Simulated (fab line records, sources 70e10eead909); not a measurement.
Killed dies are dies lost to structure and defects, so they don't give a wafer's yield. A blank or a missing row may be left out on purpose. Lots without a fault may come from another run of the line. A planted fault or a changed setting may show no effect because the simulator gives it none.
Which tool did it? | flow nand_harc | 15 lots, 45 wafers sampled, at 4 steps of a route of 1302

WHAT THE GAUGES READ, wafer by wafer
NHARC_P_START_INSPECT_01. Usual: raw_defect_count 3.5, standard deviation 1.6.
lot  | measured    | on                | raw_defect_count | flag
L399 | day 1 20:02 | defect_inspect-01 | 2 2 2            |
L401 | day 2 16:02 | defect_inspect-01 | 4 1 6            |
L403 | day 3 12:02 | defect_inspect-02 | 2 4 4            |
L404 | day 3 22:02 | defect_inspect-01 | 3 3 5            |
L405 | day 4 08:02 | defect_inspect-02 | 5 2 2            |
L407 | day 5 04:02 | defect_inspect-01 | 4 3 4            |
L408 | day 5 14:02 | defect_inspect-01 | 3 1 4            |
L409 | day 6 00:02 | defect_inspect-01 | 3 3 4            |
L410 | day 6 10:02 | defect_inspect-01 | 4 2 6            |
L411 | day 6 20:02 | defect_inspect-02 | 3 7 5            |
L413 | day 7 16:02 | defect_inspect-01 | 3 3 0            |
L414 | day 8 02:03 | defect_inspect-02 | 4 7 3            |
L415 | day 8 12:02 | defect_inspect-02 | 3 4 5            |
L416 | day 8 22:03 | defect_inspect-01 | 3 3 4            |
L418 | day 9 18:03 | defect_inspect-01 | 3 4 1            |

NHARC_P_STI_CD_MEAS_16. Usual: cd_nm 199.1 nm, standard deviation 2.8.
lot  | measured     | on        | cd_nm (nm)        | flag
L399 | day 3 02:13  | cd_sem-02 | 199.7 200.2 204.1 |
L401 | day 3 17:23  | cd_sem-03 | 199.7 199.4 200.6 |
L403 | day 4 10:36  | cd_sem-03 | 201.4 202.8 201.1 |
L404 | day 4 21:08  | cd_sem-03 | 198.2 195.0 198.7 |
L405 | day 5 09:32  | cd_sem-02 | 191.3 194.7 196.4 |
L407 | day 6 05:46  | cd_sem-01 | 199.9 199.3 197.1 |
L408 | day 6 14:25  | cd_sem-02 | 195.3 202.8 199.8 |
L409 | day 7 03:40  | cd_sem-01 | 196.7 197.4 200.6 |
L410 | day 7 11:06  | cd_sem-03 | 200.4 203.0 200.9 |
L411 | day 7 23:37  | cd_sem-01 | 203.3 203.5 202.1 |
L416 | day 9 21:12  | cd_sem-01 | 197.1 204.6 200.5 |
L418 | day 10 17:20 | cd_sem-01 | 201.0 202.8 200.9 |

WHICH TOOL RAN EACH LOT (tool, then ch and the chambers of the sampled wafers, then the start)
lot  | NHARC_P_ZERO_WELL_EXPOSE_08      | NHARC_P_ZERO_WELL_DESCUM_54
L399 | krf_scanner-02 ch 0, day 1 20:59 | rie_diel-11 ch 0,1,3, day 2 04:34
L401 | krf_scanner-02 ch 0, day 2 17:05 | rie_diel-03 ch 0,2,3, day 2 21:59
L403 | krf_scanner-04 ch 0, day 3 12:58 | rie_diel-13 ch 0,1,3, day 3 17:49
L404 | krf_scanner-04 ch 0, day 3 23:04 | rie_diel-03 ch 1,2,3, day 4 03:56
L405 | krf_scanner-04 ch 0, day 4 09:05 | rie_diel-03 ch 0,3, day 4 16:28
L407 | krf_scanner-02 ch 0, day 5 05:14 | rie_diel-13 ch 0,1,2, day 5 10:20
L408 | krf_scanner-01 ch 0, day 5 15:05 | rie_diel-03 ch 0,3, day 5 20:02
L409 | krf_scanner-04 ch 0, day 6 01:05 | rie_diel-03 ch 1,2, day 6 06:04
L410 | krf_scanner-01 ch 0, day 6 11:05 | rie_diel-13 ch 0,2,3, day 6 15:41
L411 | krf_scanner-04 ch 0, day 6 21:06 | rie_diel-03 ch 1,2,3, day 7 01:57
L413 | krf_scanner-01, day 7 17:05      | rie_diel-11 ch 0,2,3, day 7 22:08
L414 | krf_scanner-02, day 8 03:08      | rie_diel-13 ch 2,3, day 8 07:51
L415 | krf_scanner-04, day 8 13:07      | rie_diel-13 ch 0,2,3, day 8 17:59
L416 | krf_scanner-01 ch 0, day 8 23:07 | rie_diel-11 ch 0,2,3, day 9 04:07
L418 | krf_scanner-01 ch 0, day 9 19:07 | rie_diel-11 ch 0,3, day 9 23:59
- NHARC_P_ZERO_WELL_EXPOSE_08: exposes mask P ZERO, target cd 500 nm.
- NHARC_P_ZERO_WELL_DESCUM_54: chemistry O2, time 3 s.

WHAT THE TOOLS THEMSELVES READ (means of the sampled wafers that have a number; where no wafer has one, the mark that the record gives instead)
NHARC_P_ZERO_WELL_EXPOSE_08. Usual: exposure_dose_mJ_cm2 33.79, standard deviation 0.035; focus_offset_nm 0.1 nm, standard deviation 0.62.
lot  | tool           | exposure_dose_mJ_cm2 | focus_offset_nm (nm) | flag
L399 | krf_scanner-02 | 33.79                | 0.7                  |
L401 | krf_scanner-02 | 33.83                | -0.7                 |
L403 | krf_scanner-04 | 33.81                | 0.4                  |
L404 | krf_scanner-04 | 33.85                | 0.6                  |
L405 | krf_scanner-04 | 33.79                | 0.1                  |
L407 | krf_scanner-02 | 33.80                | 0.6                  |
L408 | krf_scanner-01 | 33.80                | 0.7                  |
L409 | krf_scanner-04 | 33.81                | -0.0                 |
L410 | krf_scanner-01 | 33.78                | 0.2                  |
L411 | krf_scanner-04 | 33.74                | 0.6                  |
L413 | krf_scanner-01 | -                    | -                    | OFF
L414 | krf_scanner-02 | -                    | -                    | OFF
L415 | krf_scanner-04 | -                    | -                    | OFF
L416 | krf_scanner-01 | 33.83                | 0.5                  |
L418 | krf_scanner-01 | 33.76                | 0.6                  |

NHARC_P_ZERO_WELL_DESCUM_54. Usual: drypump_motor_current_A 5.6 A, standard deviation 0.38; oes_product_au 0.997 a.u., standard deviation 0.0098; rf_vpp_V 57.7 V, standard deviation 0.96; showerhead_plenum_p_Torr 1.91 Torr, standard deviation 0.072; throttle_valve_pct 11.312 %, standard deviation 0.0092.
lot  | tool        | drypump_motor_current_A (A) | oes_product_au (a.u.) | rf_vpp_V (V) | showerhead_plenum_p_Torr (Torr) | throttle_valve_pct (%) | flag
L399 | rie_diel-11 | 5.6                         | 1.000                 | 56.5         | 1.91                            | 11.308                 |
L401 | rie_diel-03 | 5.9                         | 0.995                 | 57.6         | 1.90                            | 11.315                 |
L403 | rie_diel-13 | 5.6                         | 0.999                 | 57.7         | 1.94                            | 11.305                 |
L404 | rie_diel-03 | 5.6                         | 0.998                 | 57.4         | 1.89                            | 11.298                 |
L405 | rie_diel-03 | 5.9                         | 0.990                 | 57.2         | 1.84                            | 11.311                 |
L407 | rie_diel-13 | 5.4                         | 0.991                 | 57.8         | 1.95                            | 11.306                 |
L408 | rie_diel-03 | 5.9                         | 0.992                 | 57.5         | 1.84                            | 11.324                 |
L409 | rie_diel-03 | 5.4                         | 1.007                 | 57.9         | 1.90                            | 11.315                 |
L410 | rie_diel-13 | 5.3                         | 0.998                 | 57.8         | 1.96                            | 11.310                 |
L411 | rie_diel-03 | 5.6                         | 0.998                 | 58.9         | 1.89                            | 11.322                 |
L413 | rie_diel-11 | 5.8                         | 1.000                 | 57.6         | 1.85                            | 11.306                 |
L414 | rie_diel-13 | 5.2                         | 1.010                 | 57.9         | 1.98                            | 11.302                 |
L415 | rie_diel-13 | 5.3                         | 1.003                 | 58.1         | 1.96                            | 11.319                 |
L416 | rie_diel-11 | 5.8                         | 0.989                 | 57.9         | 1.85                            | 11.311                 |
L418 | rie_diel-11 | 5.5                         | 0.992                 | 57.2         | 1.83                            | 11.315                 |

THE ANSWER, worked out from the rows above alone
Rule: a lot is off if the mean of its wafers that have a number lies more than 3 standard deviations from the usual mean. A lot without any number at a reading at which 4 lots or more have one is off too. The other lots that the step has rows for count as sound. The gauges are gone through in route order, then the tools' own readings, and for those a lot's mean is taken as printed above. The first step at which some lot is off is used, and at that step the reading that is off furthest; a lot without a number counts as furthest.
Off: L413, L414, L415, at NHARC_P_ZERO_WELL_EXPOSE_08 (exposure_dose_mJ_cm2). Without a number there: L413, L414, L415.
A tool fits if, at that step or a process step before it, it ran every lot that is off, and no sound lot after the first of them. None of those tried fits.

WHAT THE SIMULATOR HAD PUT IN
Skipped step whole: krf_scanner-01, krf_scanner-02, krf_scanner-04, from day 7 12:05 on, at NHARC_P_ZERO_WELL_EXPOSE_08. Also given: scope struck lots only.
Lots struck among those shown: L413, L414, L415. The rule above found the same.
